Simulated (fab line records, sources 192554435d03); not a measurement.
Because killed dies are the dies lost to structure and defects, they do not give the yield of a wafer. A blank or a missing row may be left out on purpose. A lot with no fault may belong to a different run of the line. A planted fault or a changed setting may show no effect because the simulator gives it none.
A struck lot beside a sound one | flow n5Finfet | 14 steps out of a route of 1938
Sound: wafers L999.1, L999.3, L999.6. Wafers struck: L101.2, L101.3, L101.4. Last of all comes the cause.
For every step that has rows: the tool of each side, followed by ch and its chambers, followed by its first start. Under that, the readings that differ: sound wafers | struck wafers | difference of the means | sigmas: that difference in standard deviations of wafers without a fault.
alike: readings with means less than 2 such deviations apart, plus words and numbers identical on both sides. not compared: withheld readings, readings lacking a value on some wafer, bounds such as >300 that could conceal the same value, and numbers that have no deviation in the record and whose values overlap.
A row with sigmas, a row that says differs or no value, or rows on one side alone: a step with any of these is where the two part. Numbers that have no deviation but don't overlap get no sigmas and don't part them. Lack of a reading on every wafer of one side parts them only where that side has two or more wafers.

first, 9 steps without rows for these wafers: N5_MOL_CONTACT_COAG_DEVELOP_07 (develop time 30 s); N5_MOL_CONTACT_COAG_DESCUM_13 (chemistry O2, time 7 s); N5_MOL_CONTACT_COAG_ETCH_59 (etches underlayer in N2/H2, target depth 13 nm, time 10.4 s); N5_MOL_CONTACT_COAG_ETCH_105 (etches SiARC in CF4, target depth 15.6 nm, time 26 s); N5_MOL_CONTACT_COAG_ETCH_106 (etches SOC in N2/H2, target depth 80 nm, overetch 16 nm, time 120 s); N5_MOL_CONTACT_COAG_STRIP_107 (strips in N2/H2); N5_MOL_CONTACT_COAG_STRIP_108 (strips in N2/H2); N5_MOL_CONTACT_COAG_CONTACT_ETCH_14 (etches SiO2 in C4F6/O2, target depth 27.5 nm, overetch 8.5 nm, time 20 s); N5_MOL_CONTACT_COAG_STRIP_109 (strips in C4F6/O2).
N5_MOL_CONTACT_COAG_ETCH_15: etches SiNx in CH3F/O2, stops on Si:P, target depth 7 nm.
  sound on rieDiel-01 ch 1,2,3, day 6 16:47; struck on rieDiel-01 ch 1,2,3, day 7 07:28
reading                                           | sound          | struck               | difference | sigmas
overEtchFrac                                      | 0.75 0.75 0.75 | 1.2603 1.2603 1.2603 | +0.5103    | 
model.SOC_of_MOL_CONTACT_COAG_COAT_103.thkNm (nm) | 75.2 74.8 75   | 74.2 74.2 74.6       | -0.7       | 
  alike: drypumpMotorCurrentA, oesProductAu, rfFwdPowerW, rfVppV, showerheadPlenumPTorr, throttleValvePct
  not compared: rfHoursCounterH
N5_MOL_CONTACT_COAG_ETCH_110: etches Si in CF4/O2, target depth 2.5 nm, time 8 s.
  sound on rieDiel-01 ch 1,2,3, day 6 16:51; struck on rieDiel-01 ch 1,2,3, day 7 07:31
  alike: drypumpMotorCurrentA, oesProductAu, rfFwdPowerW, rfVppV, showerheadPlenumPTorr, throttleValvePct
  not compared: rfHoursCounterH, model.SOC_of_MOL_CONTACT_COAG_COAT_103.thkNm
then, 1 step without rows for these wafers: N5_MOL_CONTACT_COAG_STRIP_98 (strips in N2/H2).
-- record jumps: 3 days separate the struck wafers' starts on either side; left off in module MOL_CONTACT_COAG, taken up again in module BEOL_M4, whose first shown step is the route's number 1111 --
N5_BEOL_M4_RC_MEAS_101:
  sound on prober-01 ch 0, day 10 12:01; struck on prober-01 ch 0, day 10 19:07
  alike: DIBL_N, DIBL_P, IOFF_N, IOFF_P, ION_N, ION_P, SS_N, SS_P, VT_N, VT_P
-- a jump in the record: the struck wafers' starts before and after are 4 days apart (it breaks off in module BEOL_M4 and resumes in module PASSIVATION, where the first step shown is number 1936 of the route) --
N5_PASSIVATION_PROBE_49:
  struck on prober-02, day 15 01:47; sound on prober-01, day 14 23:33
reading          | sound    | struck   | difference | sigmas
killedAtFrontEnd | 50 66 74 | 44 30 44 | -24        | -2
  alike: defectLimitedYield, killed_at_M0_to_M3, killed_at_M4_up, killedAtContacts, killedAtOther, killedDies, killedOpen, killedShort, sort_bin_5_function, sort_bin_6_memory, sortNPass, sortYieldPct

WHERE THEY PART
Within this record, at N5_PASSIVATION_PROBE_49 only.

WHY: what had been put in by the simulator
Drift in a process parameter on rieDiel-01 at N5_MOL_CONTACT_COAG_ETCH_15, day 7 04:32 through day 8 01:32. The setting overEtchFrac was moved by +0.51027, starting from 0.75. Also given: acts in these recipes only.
